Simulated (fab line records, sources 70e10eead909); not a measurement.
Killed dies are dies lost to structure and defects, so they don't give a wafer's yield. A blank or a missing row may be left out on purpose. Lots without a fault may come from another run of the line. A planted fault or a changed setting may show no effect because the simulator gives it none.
Which tool did it? | flow nand_harc | 12 lots, 36 wafers sampled, at 1 step of a route of 1159

WHAT THE GAUGES READ, wafer by wafer
NHARC_A_ONON_D1_THK_MEAS_11: measures by ellipsometry. Usual: thk_nm 999 nm, standard deviation 11.
lot  | measured     | on            | thk_nm (nm)    | flag
L369 | day 8 04:03  | film_metro-01 | 981 983 982    |
L371 | day 8 13:55  | film_metro-01 | 986 989 989    |
L380 | day 10 23:31 | film_metro-01 | 1006 1005 1009 |
L382 | day 10 23:52 | film_metro-01 | 995 997 998    |
L383 | day 11 15:44 | film_metro-01 | 985 985 987    |
L385 | day 11 22:53 | film_metro-02 | 1011 1012 1009 |
L386 | day 11 22:54 | film_metro-01 | 988 988 987    |
L384 | day 11 23:02 | film_metro-01 | 996 996 996    |
L389 | day 12 21:31 | film_metro-01 | 992 991 992    |
L388 | day 12 21:31 | film_metro-02 | 1017 1016 1018 |
L391 | day 13 04:56 | film_metro-01 | 1025 1025 1026 |
L390 | day 13 04:57 | film_metro-01 | 971 973 974    |

WHICH TOOL RAN EACH LOT (tool, then ch and the chambers of the sampled wafers, then the start)
The record holds no process step before these readings.

WHAT THE TOOLS THEMSELVES READ (means of the sampled wafers that have a number; where no wafer has one, the mark that the record gives instead)
The record holds no such reading with a usual standard deviation.

THE ANSWER, worked out from the rows above alone
Rule: a lot is off if the mean of its wafers that have a number lies more than 3 standard deviations from the usual mean. A lot without any number at a reading at which 4 lots or more have one is off too. The other lots that the step has rows for count as sound. The gauges are gone through in route order, then the tools' own readings, and for those a lot's mean is taken as printed above. The first step at which some lot is off is used, and at that step the reading that is off furthest; a lot without a number counts as furthest.
No lot is off at any reading shown: from this, nothing can be told.

WHAT THE SIMULATOR HAD PUT IN
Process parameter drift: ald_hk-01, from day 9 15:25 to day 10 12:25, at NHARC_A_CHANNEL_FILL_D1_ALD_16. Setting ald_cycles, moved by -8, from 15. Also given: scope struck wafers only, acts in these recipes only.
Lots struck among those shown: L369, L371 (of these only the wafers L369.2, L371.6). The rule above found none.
